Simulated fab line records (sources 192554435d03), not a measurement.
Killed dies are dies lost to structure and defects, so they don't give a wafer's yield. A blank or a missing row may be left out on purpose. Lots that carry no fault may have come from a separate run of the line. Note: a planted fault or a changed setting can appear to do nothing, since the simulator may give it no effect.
fab line records	flow n5_finfet
record lots=6	wafers=18	last_day=17
route steps=1938 shown BEOL_M11@1542 PASSIVATION@1936
lots that met no fault: from a run of the same line without faults
start_h: start of the lot's first displayed wafer, in hours after the record's first day	wait_h: how many hours have passed since the lot's step before this one	" same as the row above	L1.1+2: one row covering several wafers at once	- value missing, or start not given	* or withheld: withheld	< > ~ a bound
route shown NAME@n: names a module that has steps shown in the file, with the first one's number in the route	usual: mean and standard deviation over wafers with no fault	same: alike in all rows	chamber/n: place in a boat	sites: readings site by site	_std_site: the values' standard deviation	_edge_site: the outer-site mean with the inner-site mean subtracted	radius_mm: for every site, how far away it sits from the centre of the wafer	mask NAME#n: copy n	behind: the tool/chamber that last shaped the wafer	hold: why the lot went on hold/how many hours it stayed there/how the hold came to an end	device: the n, p or np transistor that did not switch	end of line: the route-end tests of the same wafers	step lacking rows: just its recipe	killed: not the wafer's yield, but the dies lost to structure and defects at the first sort	map: shows each die of a wafer: x if killed, . if not, _ if none is there
set.NAME: the setting that was run; set.NAME@STEP: the one run at that earlier step	model.NAME: the simulator's own value behind a step, which no gauge read
a table for each step, a row for each wafer; lots at some steps of the route
services: the hour from which a tool's chamber was out of use, counted from the record's first day as start_h (under 0 if before that day), plus the number of hours and why
## steps
# step N5_BEOL_M11_COAT_60
# recipe resist=SiARC	temp_c=220	time_s=60	spin_rpm=1500	resist_thk_nm=30
# step N5_BEOL_M11_COAT_05
# recipe resist=CAR-ArF	spin_rpm=1500	resist_thk_nm=90
# step N5_BEOL_M11_EBR_07
# recipe solvent=PGMEA	ebr_width_mm=1.5
# step N5_BEOL_M11_SOFTBAKE_06
# recipe temp_c=110	time_s=60	resist=CAR-ArF
# step N5_BEOL_M11_EXPOSE_08
# recipe mask_id=M11	na=1.35	source_shape=dipole	sigma_inner=0.411	sigma_outer=0.611	polarization=te	dose_mj=53.75
# step N5_BEOL_M11_PEB_09
# recipe peb_temp_c=withheld	peb_time_s=60	resist=CAR-ArF
# step N5_BEOL_M11_DEVELOP_10
# recipe develop_time_s=30	developer=TMAH	resist=CAR-ArF	rinse_liquid=diw	dry=air_spin	dev_temp_c=23
# step N5_BEOL_M11_CD_MEAS_11
# recipe target_cd_nm=64.1	landing_energy_ev=500	detector=se_inlens	polarity=opening
# usual cd_nm=64.0/0.47
lot.wafer	tool	chamber	start_h	wait_h	cd_nm
L629.1	cd_sem-02	0	225.45	-	63.7
L629.3	"	0	"	"	64.6
L629.4	"	0	"	"	64.7
L632.2	cd_sem-03	0	229.56	-	64.3
L632.4	"	0	"	"	63.9
L632.6	"	0	"	"	64.2
L639.1	cd_sem-01	0	277.86	-	63.4
L639.2	"	0	"	"	63.9
L639.4	"	0	"	"	64.0
L640.1	cd_sem-01	0	285.61	-	63.3
L640.3	"	0	"	"	63.1
L640.5	"	0	"	"	63.4
L647.2	cd_sem-03	0	333.39	-	64.1
L647.3	"	0	"	"	63.3
L647.5	"	0	"	"	64.1
L652.2	cd_sem-02	0	360.63	-	63.9
L652.3	"	0	"	"	63.6
L652.6	"	0	"	"	63.8
# step N5_BEOL_M11_OVL_MEAS_12
# recipe points_per_wafer=44
# usual M11_OVL=-0.4/0.95
lot.wafer	tool	chamber	start_h	wait_h	M11_OVL[nm]
L629.1	overlay-01	0	225.48	0.0	1.6
L629.3	"	0	"	"	0.6
L629.4	"	0	"	"	0.9
L632.2	overlay-02	0	229.59	0.0	0.7
L632.4	"	0	"	"	1.4
L632.6	"	0	"	"	0.2
L639.1	overlay-01	0	277.89	0.0	-1.2
L639.2	"	0	"	"	-1.0
L639.4	"	0	"	"	-0.5
L640.1	overlay-01	0	285.64	0.0	-0.3
L640.3	"	0	"	"	-0.8
L640.5	"	0	"	"	-1.1
L647.2	overlay-02	0	333.42	0.0	0.3
L647.3	"	0	"	"	1.7
L647.5	"	0	"	"	0.5
L652.2	overlay-01	0	360.66	0.0	-0.8
L652.3	"	0	"	"	-1.0
L652.6	"	0	"	"	-0.2
# step N5_BEOL_M11_INSPECT_13
# recipe mode=adi	inspect_instrument=brightfield
# usual raw_defect_count=393/110
lot.wafer	tool	chamber	start_h	wait_h	raw_defect_count
L629.1	defect_inspect-02	-	225.50	0.0	410
L629.3	"	-	"	"	434
L629.4	"	-	"	"	352
L632.2	defect_inspect-02	-	229.61	0.0	224
L632.4	"	-	"	"	490
L632.6	"	-	"	"	312
L639.1	defect_inspect-02	-	277.92	0.0	553
L639.2	"	-	"	"	624
L639.4	"	-	"	"	432
L640.1	defect_inspect-01	-	285.66	0.0	244
L640.3	"	-	"	"	367
L640.5	"	-	"	"	316
L647.2	defect_inspect-01	-	333.44	0.0	294
L647.3	"	-	"	"	562
L647.5	"	-	"	"	494
L652.2	defect_inspect-01	-	360.68	0.0	332
L652.3	"	-	"	"	387
L652.6	"	-	"	"	265
# step N5_BEOL_M11_DESCUM_16
# recipe chemistry=O2	time_s=7.9	source_power_w=50	bias_power_w=20	pressure_mtorr=20	rf_frequency_hz=2.712e+07	temp_c=40	resist=CAR-ArF	o2_flow_sccm=225
# usual bias_power_w=20.01/0.057	drypump_motor_current_A=5.6/0.58	oes_product_au=0.79/0.096	rf_vpp_V=243.1/1.6	showerhead_plenum_p_Torr=2.08/0.094	throttle_valve_pct=20.36/0.18
lot.wafer	tool	chamber	start_h	wait_h	bias_power_w	drypump_motor_current_A	oes_product_au	rf_hours_counter_h	rf_vpp_V	showerhead_plenum_p_Torr	throttle_valve_pct
L629.1	rie_diel-03	2	225.76	0.3	20.03	5.2	0.74	163	243.6	2.18	20.34
L629.3	"	1	"	"	20.03	5.4	0.74	186	244.8	2.17	20.33
L629.4	"	3	"	"	19.92	5.2	0.76	136	240.4	1.92	20.20
L632.2	rie_diel-01	1	229.69	0.1	19.94	5.8	0.88	48	244.4	2.22	20.26
L632.4	"	0	"	"	20.10	6.0	1.00	1	244.7	2.15	20.31
L632.6	"	0	"	"	20.01	6.0	1.01	-	243.4	2.15	20.33
L639.1	rie_diel-03	1	277.95	0.0	20.08	5.4	0.72	206	243.9	2.16	20.32
L639.2	"	3	"	"	20.04	5.2	0.74	155	241.0	1.92	20.24
L639.4	"	3	"	"	20.09	5.2	0.74	-	239.2	1.92	20.25
L640.1	rie_diel-03	2	285.70	0.0	19.91	5.1	0.73	182	243.3	2.17	20.38
L640.3	"	3	"	"	19.97	5.2	0.74	160	240.5	1.92	20.25
L640.5	"	0	"	"	20.03	5.4	1.02	-	242.8	2.15	20.10
L647.2	rie_diel-05	1	333.48	0.0	20.01	6.0	0.89	39	243.2	2.05	20.40
L647.3	"	2	"	"	20.01	6.2	0.68	221	242.8	1.99	20.70
L647.5	"	0	"	"	20.03	4.7	0.82	-	242.3	2.02	20.21
L652.2	rie_diel-05	0	360.72	0.0	20.02	4.7	0.81	93	242.0	2.02	20.22
L652.3	"	2	"	"	20.01	6.2	0.68	229	241.2	1.99	20.72
L652.6	"	2	"	"	20.12	6.2	0.68	-	241.9	1.99	20.71
# step N5_BEOL_M11_ETCH_61
# recipe chemistry=CF4	target=SiARC	target_depth_a=390	mask_material=CAR-ArF	time_s=65	ion_energy_ev=80	pressure_mtorr=40	source_w=545	bias_w=36	Ar_flow_sccm=100	cf4_flow_sccm=100	ends=cleared
# usual bias_w=35.99/0.11	drypump_motor_current_A=5.6/0.58	etch_rf_on_time_s=64.4/1.3	oes_product_au=0.68/0.084	rf_vpp_V=183.9/1.4	showerhead_plenum_p_Torr=2.13/0.087	throttle_valve_pct=15.54/0.18
lot.wafer	tool	chamber	start_h	wait_h	bias_w	drypump_motor_current_A	etch_rf_on_time_s	oes_product_au	rf_hours_counter_h	rf_vpp_V	showerhead_plenum_p_Torr	throttle_valve_pct
L629.1	rie_diel-03	2	225.79	0.0	36.10	5.2	65.7	0.63	163	184.7	2.21	15.54
L629.3	"	1	"	"	35.94	5.4	65.5	0.62	186	185.0	2.21	15.51
L629.4	"	3	"	"	35.88	5.2	65.5	0.65	136	180.6	1.99	15.48
L632.2	rie_diel-01	1	229.73	0.0	36.00	5.8	63.4	0.76	48	184.8	2.26	15.39
L632.4	"	0	"	"	35.97	6.0	63.0	0.89	1	183.7	2.19	15.38
L632.6	"	0	"	"	35.94	6.0	62.9	0.87	-	184.2	2.19	15.36
L639.1	rie_diel-03	1	277.99	0.0	36.06	5.5	64.9	0.61	206	184.1	2.20	15.55
L639.2	"	3	"	"	36.05	5.2	64.5	0.64	155	183.0	1.98	15.53
L639.4	"	3	"	"	35.93	5.2	65.2	0.64	-	181.6	1.98	15.52
L640.1	rie_diel-03	2	285.73	0.0	35.78	5.2	65.4	0.62	182	186.5	2.21	15.58
L640.3	"	3	"	"	35.80	5.2	65.4	0.63	160	182.3	1.98	15.53
L640.5	"	0	"	"	36.18	5.3	62.7	0.85	-	184.3	2.19	15.18
L647.2	rie_diel-05	1	333.51	0.0	36.08	6.0	63.5	0.76	39	183.3	2.09	15.48
L647.3	"	2	"	"	35.94	6.2	65.6	0.58	221	182.2	2.03	15.83
L647.5	"	0	"	"	35.91	4.7	63.0	0.70	-	183.7	2.08	15.47
L652.2	rie_diel-05	0	360.75	0.0	35.93	4.7	63.7	0.69	93	182.4	2.08	15.49
L652.3	"	2	"	"	35.90	6.2	66.9	0.58	229	183.0	2.03	15.84
L652.6	"	2	"	"	36.08	6.2	66.3	0.57	-	182.8	2.03	15.83
# step N5_BEOL_M11_ETCH_62
# recipe chemistry=N2/H2	target=SOC	target_depth_a=1100	overetch_a=220	mask_material=SiARC	temp_c=40	time_s=165	ion_energy_ev=200	pressure_mtorr=30	source_w=840	bias_w=150	n2_flow_sccm=200	h2_flow_sccm=200
# usual bias_w=150.1/0.45	drypump_motor_current_A=5.6/0.59	oes_product_au=0.67/0.076	rf_vpp_V=524/3.2	showerhead_plenum_p_Torr=2.53/0.11	throttle_valve_pct=17.76/0.19
lot.wafer	tool	chamber	start_h	wait_h	bias_w	drypump_motor_current_A	oes_product_au	rf_hours_counter_h	rf_vpp_V	showerhead_plenum_p_Torr	throttle_valve_pct	model.SiARC_of_BEOL_M11_COAT_60.thk_nm
L629.1	rie_diel-03	2	225.84	0.0	150.4	5.2	0.64	164	527	2.64	17.69	23.6
L629.3	"	1	"	"	150.2	5.5	0.62	186	526	2.63	17.71	23.6
L629.4	"	3	"	"	150.0	5.2	0.65	136	519	2.35	17.68	23.6
L632.2	rie_diel-01	1	229.78	0.0	149.4	5.8	0.75	48	527	2.69	17.55	23.4
L632.4	"	0	"	"	150.2	6.0	0.86	1	526	2.61	17.66	23.4
L632.6	"	0	"	"	150.4	6.0	0.86	-	525	2.61	17.65	23.4
L639.1	rie_diel-03	1	278.04	0.0	158.0	5.4	0.61	206	543	2.62	17.76	23.2
L639.2	"	3	"	"	157.6	5.2	0.63	156	535	2.34	17.71	23
L639.4	"	3	"	"	157.0	5.2	0.63	-	535	2.34	17.70	23.2
L640.1	rie_diel-03	2	285.78	0.0	158.0	5.2	0.62	182	541	2.63	17.73	23.2
L640.3	"	3	"	"	157.6	5.2	0.63	160	535	2.34	17.71	23
L640.5	"	0	"	"	157.8	5.4	0.83	-	543	2.60	17.49	22.8
L647.2	rie_diel-05	1	333.56	0.0	150.0	6.0	0.74	39	524	2.50	17.98	23.4
L647.3	"	2	"	"	150.0	6.2	0.58	222	520	2.41	17.98	23.8
L647.5	"	0	"	"	149.9	4.7	0.68	-	522	2.46	17.62	23.6
L652.2	rie_diel-05	0	360.80	0.0	151.1	4.7	0.68	93	522	2.46	17.63	23.4
L652.3	"	2	"	"	150.4	6.2	0.57	230	519	2.40	17.99	23.8
L652.6	"	2	"	"	151.0	6.2	0.57	-	519	2.40	17.98	23.8
# step N5_BEOL_M11_STRIP_68
# recipe chemistry=N2/H2	temp_c=40	n2_flow_sccm=200	h2_flow_sccm=200	rf_frequency_hz=6e+07
# step N5_PASSIVATION_PROBE_49
# usual defect_limited_yield=91.1/1.3	killed_at_M0_to_M3=36/10	killed_at_M4_up=14/4.4	killed_at_contacts=14/5.7	killed_at_front_end=39/9.4	killed_at_other=2.9/2.6	killed_dies=105/15	killed_open=70/12	killed_short=34/7.1	sort_bin_5_function=5.3/0.77	sort_bin_6_memory=3.3/0.66	sort_n_pass=1075/15	sort_yield_pct=91.1/1.3
# same gross_dies=1180	killed_at_back_side=0	sort_bin_4_leakage[%]=0	sort_bin_8_speed[%]=0
lot.wafer	tool	chamber	start_h	wait_h	defect_limited_yield[%]	killed_at_M0_to_M3	killed_at_M4_up	killed_at_contacts	killed_at_front_end	killed_at_other	killed_dies	killed_open	killed_short	sort_bin_5_function[%]	sort_bin_6_memory[%]	sort_n_pass	sort_yield_pct[%]
L629.1	prober-02	-	274.87	0.0	91.1	21	18	21	38	7	105	79	26	5.7	2.7	1075	91.1
L629.3	prober-02	-	274.97	0.1	92.1	33	20	15	25	0	93	69	24	4.8	2.8	1087	92.1
L629.4	prober-02	-	275.02	0.2	91.3	44	11	22	25	1	103	76	27	5.5	2.9	1077	91.3
L632.2	prober-02	-	278.78	0.1	90.7	39	11	11	47	2	110	77	33	5.5	3.6	1070	90.7
L632.4	prober-02	-	278.88	0.2	90.6	45	12	6	41	7	111	75	35	5.8	3.4	1069	90.6
L632.6	prober-02	-	278.98	0.3	92.0	31	7	12	42	2	94	60	34	4.7	3.1	1086	92.0
L647.2	prober-01	-	373.48	0.1	90.5	68	8	10	23	3	112	65	43	5.8	3.2	1068	90.5
L647.3	prober-01	-	373.53	0.1	91.3	29	21	18	33	2	103	66	34	5.5	2.8	1077	91.3
L647.5	prober-01	-	373.63	0.2	88.9	51	16	12	48	4	131	76	50	7.4	3.6	1049	88.9
L652.2	prober-01	-	403.79	0.1	90.0	32	14	18	47	7	118	85	33	6.0	3.4	1062	90.0
L652.3	prober-01	-	403.84	0.1	91.3	16	9	20	52	6	103	65	38	5.4	2.9	1077	91.3
L652.6	prober-01	-	403.99	0.3	93.2	27	8	14	30	1	80	54	26	3.9	2.5	1100	93.2
# killed by level:class
L629.1 MOL_CONTACT_COAG:geometric_particle:open=16 BEOL_M4:geometric_particle:open=13 STI_FIN_REVEAL:geometric_particle:open=10 BEOL_M0_SAQP:geometric_particle:open=6 FIN_SAQP:geometric_particle:short=5 DUMMY_GATE:geometric_particle:open=5 MOL_CONTACT_COAG:geometric_particle:short=5 BEOL_M2:geometric_particle:open=5
L629.3 MOL_CONTACT_COAG:geometric_particle:open=13 BEOL_M0_SAQP:geometric_particle:short=8 BEOL_M4:geometric_particle:open=8 BEOL_M0_SAQP:geometric_particle:open=7 DUMMY_GATE:geometric_particle:open=6 BEOL_M3:geometric_particle:open=5 FIN_SAQP:geometric_particle:open=4 GATE_CUT:geometric_particle:short=3
L629.4 MOL_CONTACT_COAG:geometric_particle:open=18 BEOL_M3:geometric_particle:open=15 BEOL_M0_SAQP:geometric_particle:open=13 FIN_SAQP:geometric_particle:short=8 BEOL_M2:geometric_particle:open=7 BEOL_M0_SAQP:geometric_particle:short=6 MOL_CONTACT_COAG:geometric_particle:short=4 BEOL_M4:geometric_particle:open=4
L632.2 FIN_SAQP:geometric_particle:open=13 FIN_SAQP:geometric_particle:short=9 MOL_CONTACT_COAG:geometric_particle:open=9 BEOL_M0_SAQP:geometric_particle:open=9 BEOL_M2:geometric_particle:open=8 DUMMY_GATE:geometric_particle:open=7 BEOL_M3:geometric_particle:open=6 BEOL_M4:geometric_particle:open=6
L632.4 BEOL_M2:geometric_particle:open=12 BEOL_M0_SAQP:geometric_particle:open=9 FIN_SAQP:geometric_particle:open=6 DUMMY_GATE:geometric_particle:open=6 ILD0:geometric_particle:open=6 BEOL_M0_SAQP:geometric_particle:short=6 BEOL_M3:geometric_particle:open=6 MOL_CONTACT_COAG:geometric_particle:open=5
L632.6 MOL_CONTACT_COAG:geometric_particle:open=12 FIN_SAQP:geometric_particle:open=8 BEOL_M0_SAQP:geometric_particle:open=7 DUMMY_GATE:geometric_particle:open=5 BEOL_M3:geometric_particle:short=5 BEOL_M3:geometric_particle:open=5 FIN_SAQP:geometric_particle:short=4 DUMMY_GATE:geometric_particle:short=4
L647.2 BEOL_M0_SAQP:geometric_particle:open=27 BEOL_M0_SAQP:geometric_particle:short=22 MOL_CONTACT_COAG:geometric_particle:open=8 BEOL_M1:geometric_particle:short=6 STI_FIN_REVEAL:geometric_particle:open=5 BEOL_M3:geometric_particle:open=5 BEOL_M2:geometric_particle:open=4 HKMG_FIN:area_etch=3
L647.3 MOL_CONTACT_COAG:geometric_particle:open=14 BEOL_M0_SAQP:geometric_particle:open=12 STI_FIN_REVEAL:geometric_particle:open=8 BEOL_M0_SAQP:geometric_particle:short=8 BEOL_M4:geometric_particle:open=6 BEOL_M2:geometric_particle:open=6 BEOL_M4:geometric_particle:short=5 FIN_SAQP:geometric_particle:short=4
L647.5 BEOL_M0_SAQP:geometric_particle:short=20 BEOL_M0_SAQP:geometric_particle:open=14 STI_FIN_REVEAL:geometric_particle:open=11 MOL_CONTACT_COAG:geometric_particle:open=11 BEOL_M5:geometric_particle:open=7 FIN_SAQP:geometric_particle:short=5 ILD0:geometric_particle:open=5 GATE_CUT:geometric_particle:short=5
L652.2 MOL_CONTACT_COAG:geometric_particle:open=14 FIN_SAQP:geometric_particle:open=13 STI_FIN_REVEAL:geometric_particle:open=12 BEOL_M0_SAQP:geometric_particle:open=8 BEOL_M0_SAQP:geometric_particle:short=8 ILD0:geometric_particle:open=6 BEOL_M3:geometric_particle:open=5 BEOL_M4:geometric_particle:open=5
L652.3 FIN_SAQP:geometric_particle:short=15 MOL_CONTACT_COAG:geometric_particle:open=14 STI_FIN_REVEAL:geometric_particle:open=10 FIN_SAQP:geometric_particle:open=8 MOL_CONTACT_COAG:geometric_particle:short=6 DUMMY_GATE:geometric_particle:open=5 BEOL_M0_SAQP:geometric_particle:open=5 BEOL_M4:geometric_particle:open=4
L652.6 MOL_CONTACT_COAG:geometric_particle:open=12 FIN_SAQP:geometric_particle:open=7 BEOL_M2:geometric_particle:open=7 BEOL_M0_SAQP:geometric_particle:short=5 BEOL_M1:geometric_particle:short=5 BEOL_M1:geometric_particle:open=5 STI_FIN_REVEAL:geometric_particle:open=4 FIN_SAQP:geometric_particle:short=3
## services
tool	chamber	start_h	hours	kind
rie_diel-01	-	202.49	2.8	pm
rie_diel-01	2	247.19	13.3	repair
rie_diel-03	2	251.67	11.3	repair
rie_diel-03	0	263.00	-	clean
rie_diel-03	0	263.00	-	consumable_replace:focus_ring
rie_diel-03	0	263.00	18.7	scheduled_down
rie_diel-03	0	263.00	18.7	vent_cycle
rie_diel-01	2	276.08	10.4	repair
rie_diel-03	1	291.76	7.9	repair
## key
first_sign step=N5_BEOL_M11_ETCH_62	reading=bias_w	direction=up	sigmas=17	usual=*	struck=*
effect step=N5_BEOL_M11_ETCH_62	reading=rf_vpp_V	direction=up	sigmas=4.7	usual=524	struck=539
model_effect step=N5_BEOL_M11_ETCH_62	value=SiARC_of_BEOL_M11_COAT_60.thk_nm	without=23.47	struck=23.07
met_at N5_BEOL_M11_ETCH_62
struck_wafers L639.1,L639.2,L639.4,L640.1,L640.3,L640.5
onset_between 225.84 278.04
fault kind=process_parameter_drift	tool=rie_diel-03	chamber=-	onset_h=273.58	steps=N5_BEOL_M11_ETCH_62	channel=bias_w	offset=*	shape=step	end_h=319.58	acts_in=*	stated=*
